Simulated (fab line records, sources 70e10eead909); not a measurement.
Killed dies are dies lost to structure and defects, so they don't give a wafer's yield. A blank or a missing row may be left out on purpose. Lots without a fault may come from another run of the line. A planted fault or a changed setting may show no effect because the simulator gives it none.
A struck lot beside a sound one | flow nand_harc | 40 steps out of a route of 1159
Sound: wafers L366.1, L366.3, L366.4. Struck: wafers L381.4, L381.5, L381.6. The cause comes at the end.
At each step with rows: each side's tool, then ch and its chambers, then its first start. Under that, the readings that differ: sound wafers | struck wafers | difference of the means | sigmas: that difference in standard deviations of wafers without a fault.
alike: readings whose means differ by less than 2 such deviations, and words and numbers that are the same on both sides. not compared: withheld readings, readings that some wafer has no value for, bounds like >300 that may hide the same value, and numbers for which the record gives no deviation and whose values overlap.
The two part at a step that has a row with sigmas, a row that says differs or no value, or rows on one side only. Numbers that don't overlap but have no deviation are shown without sigmas and don't part them. A reading that every wafer of one side lacks parts them only if that side has two wafers or more.

first, 5 steps without rows for these wafers: NHARC_A_CONTACT_ETCH_30 (etches the open film in CF4/CHF3, target depth 60.5 nm, time 30.2 s); NHARC_A_CONTACT_ETCH_31 (etches the open film in O2/COS, target depth 2000 nm, time 520 s); NHARC_A_CONTACT_ETCH_134 (etches the open film in C4F8/O2/Ar, time 140 s, target depth 700 nm); NHARC_A_CONTACT_ETCH_135 (etches the open film in C4F8/O2/Ar, time 132 s, target depth 1287 nm); NHARC_A_CONTACT_ETCH_136 (etches the open film in C4F8/O2/Ar, time 132 s, target depth 1287 nm).
NHARC_A_CONTACT_ETCH_137: etches the open film in C4F8/O2/Ar, time 132 s, target depth 1287 nm.
  sound on har_cap_etch-01 ch 0,1, day 17 09:42; struck on har_cap_etch-03 ch 0,1, day 21 13:17
  not compared: rf_hours_counter_h
NHARC_A_CONTACT_ETCH_138: etches the open film in C4F8/O2/Ar, time 132 s, target depth 1289 nm.
  sound on har_cap_etch-01 ch 0,1, day 17 09:52; struck on har_cap_etch-03 ch 0,1, day 21 13:25
  not compared: rf_hours_counter_h
then, 3 steps without rows for these wafers: NHARC_A_CONTACT_ETCH_139 (etches the open film in C4F8/O2/Ar, time 137 s, target depth 590 nm); NHARC_A_CONTACT_ETCH_92 (etches the open film in CH3F/O2, target depth 40 nm, time 85.7 s); NHARC_A_CONTACT_ETCH_98 (etches the open film in C4F6/O2, target depth 20 nm, time 10 s).
NHARC_A_CONTACT_CD_MEAS_15:
  sound on cd_sem-01, day 17 10:47; struck on cd_sem-03, day 21 14:07
  reading    | sound          | struck         | difference | sigmas
  cd_nm (nm) | 89.6 89.6 89.2 | 91.1 91.0 91.0 | +1.6       | +3
then, 1 step without rows for these wafers: NHARC_A_CONTACT_STRIP_107 (strips in N2/H2).
NHARC_A_CONTACT_STRIP_108: strips in CF4/CHF3.
  sound on rie_diel-07 ch 1,2,3, day 17 11:01; struck on rie_diel-07 ch 0,3, day 21 14:17
then, 4 steps without rows for these wafers: NHARC_A_CONTACT_STRIP_109 (strips in O2/COS); NHARC_A_CONTACT_ETCH_110 (etches the open film in CF4/O2, target depth 50 nm, overetch 5 nm, time 27.5 s); NHARC_A_CONTACT_STRIP_26 (strips in O2); NHARC_A_CONTACT_STRIP_27 (strips in post etch residue remover, time 600 s).
NHARC_A_CONTACT_ALD_18: deposits TiN, target thk 3 nm, pulse time 1 s, ald cycles 150.
  sound on ald_metal-01 ch 0,1,3, day 17 11:47; struck on ald_metal-02 ch 0,3, day 21 15:04
  alike: heater_power_w, precursor_pulse_height_rel
  not compared: since_wet_clean_h
NHARC_A_CONTACT_CVD_19: deposits W, target thk 300 nm, time 802 s.
  sound on cvd_w-02 ch 0,1; struck on cvd_w-01 ch 0,1
  alike: heater_power_w, throttle_valve_pct
  not compared: since_wet_clean_h
then, 12 steps without rows for these wafers: NHARC_A_CONTACT_CMP_20 (polishes, t overpolish 30 s, target thk 300 nm); NHARC_A_CONTACT_SRD_22; NHARC_A_BLC_DEHYDRATE_00 (time 120 s); NHARC_A_BLC_HMDS_01 (time 30 s); NHARC_A_BLC_COAT_02 (time 75 s); NHARC_A_BLC_COAT_03 (time 65 s); NHARC_A_BLC_COAT_04 (resist thk 90 nm); NHARC_A_BLC_SOFTBAKE_05 (time 55 s); NHARC_A_BLC_EBR_06; NHARC_A_BLC_EXPOSE_07 (exposes mask A BLC, target cd 100 nm); NHARC_A_BLC_PEB_08 (peb time 65 s); NHARC_A_BLC_DEVELOP_09 (develop time 35 s).
NHARC_A_BLC_CD_MEAS_10: target cd 100 nm.
  sound on cd_sem-02 ch 0, day 17 16:29; struck on cd_sem-02 ch 0, day 21 19:43
  alike: cd_nm
NHARC_A_BLC_OVL_MEAS_11:
  sound on overlay-01, day 17 16:35; struck on overlay-01, day 21 19:49
  reading           | sound       | struck         | difference | sigmas
  overlay_y_nm (nm) | 0.7 1.0 0.7 | -1.0 -0.3 -1.5 | -1.7       | -3
  alike: overlay_x_nm
NHARC_A_BLC_DESCUM_15: chemistry O2, time 3 s.
  sound on rie_diel-10 ch 0,1,3, day 17 16:40; struck on rie_diel-10 ch 0,1, day 21 19:54
  alike: drypump_motor_current_A, o2_flow_sccm, oes_product_au, rf_vpp_V, showerhead_plenum_p_Torr, throttle_valve_pct
  not compared: rf_hours_counter_h
then, 3 steps without rows for these wafers: NHARC_A_BLC_ETCH_16 (etches the open film in CF4, target depth 39 nm, time 65 s); NHARC_A_BLC_ETCH_17 (etches the open film in N2/H2, target depth 390 nm, time 609.38 s); NHARC_A_BLC_ETCH_18 (etches the open film in C4F8/O2/Ar, target depth 910 nm).
NHARC_A_BLC_CD_MEAS_19:
  sound on cd_sem-01, day 17 17:38; struck on cd_sem-02, day 21 20:53
  alike: cd_nm
then, 1 step without rows for these wafers: NHARC_A_BLC_STRIP_29 (strips in CF4).
-- the record jumps here: 2 days lie between the struck wafers' starts before and after (it left off in module A_BLC and takes up again in module END, whose first step shown is number 1159 of the route) --
NHARC_END_SORT_01:
  sound on prober-02 ch 0, day 20 21:16; struck on prober-02 ch 0, day 23 22:10
  reading         | sound    | struck      | difference | sigmas
  killed_at_array | 34 28 24 | 125 131 122 | +97        | +9
  killed_dies     | 37 30 25 | 133 138 127 | +102       | +9
  alike: killed_at_other, killed_at_periphery, killed_open, killed_short

WHERE THEY PART
First at NHARC_A_CONTACT_CD_MEAS_15; last, within this record, at NHARC_END_SORT_01.

WHY: what the simulator had put in
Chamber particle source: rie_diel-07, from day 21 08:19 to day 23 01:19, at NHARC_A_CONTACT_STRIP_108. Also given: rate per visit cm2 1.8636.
